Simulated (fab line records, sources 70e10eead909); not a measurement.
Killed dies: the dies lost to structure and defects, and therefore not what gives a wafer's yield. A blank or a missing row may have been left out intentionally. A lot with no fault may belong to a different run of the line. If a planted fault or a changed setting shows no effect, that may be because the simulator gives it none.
A struck lot beside a sound one || flow nand harc || 11 out of 1302 route steps
Sound: these wafers, L518.3, L518.4, L518.6. Struck: wafers L515.2, L515.3 (left out: L515.4, a lot-mate that was not struck); the cause follows at the end.
Order at every step that has rows: each side's tool, ch and its chambers, its first start. Under that, the readings that differ: sound wafers || struck wafers || difference of the means || sigmas: that difference in standard deviations of wafers without a fault.
alike: words and numbers the same on both sides, and readings whose means are apart by under 2 such deviations; not compared: readings that were withheld, readings missing a value for some wafer, numbers with overlapping values and no deviation given by the record, and bounds like >300 which may hide the same value.
Wherever a step has rows on one side only, a row that says differs or no value, or a row with sigmas, the two part there. When numbers do not overlap yet have no deviation, they are printed without sigmas and do not part them. A reading that every wafer of one side lacks parts them only if that side has two wafers or more.

NHARC_P_START_INSPECT_01:
  struck on defect inspect-02, day 9 08:03; sound on defect inspect-01, day 10 14:02
  alike: raw defect count
then, 7 steps without rows for these wafers: NHARC_P_ZERO_WELL_PRECLEAN_00 (cleans in SPM, time 600 s); NHARC_P_ZERO_WELL_SRD_01; NHARC_P_ZERO_WELL_PECVD_02 (deposits SiO2, target thk 10 nm); NHARC_P_ZERO_WELL_DEHYDRATE_03 (time 120 s); NHARC_P_ZERO_WELL_HMDS_04 (time 30 s); NHARC_P_ZERO_WELL_COAT_64 (time 65 s); NHARC_P_ZERO_WELL_COAT_05 (resist thk 600 nm).
NHARC_P_ZERO_WELL_SOFTBAKE_06: time 70 s.
  sound on litho track-03 ch 0, day 10 14:00; struck on litho track-02 ch 0, day 9 08:00
{"reading": "heater power total W (W)", "sound": "199.6 200.8 199.6", "struck": "226.8 222.6", "difference": "+24.7", "sigmas": "+19"}
next, for these wafers, 1 step has no rows: NHARC_P_ZERO_WELL_EBR_07.
NHARC_END_SORT_01:
  the record has rows for the sound wafers here (prober-02 ch 0, day 33 07:43) and none for the struck ones

WHERE THEY PART
Last at NHARC_END_SORT_01 as far as this record goes, first at NHARC_P_ZERO_WELL_SOFTBAKE_06.

WHY: whatever the simulator had introduced
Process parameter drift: litho track-02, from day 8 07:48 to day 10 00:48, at NHARC_P_ZERO_WELL_SOFTBAKE_06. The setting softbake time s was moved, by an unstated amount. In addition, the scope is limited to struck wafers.
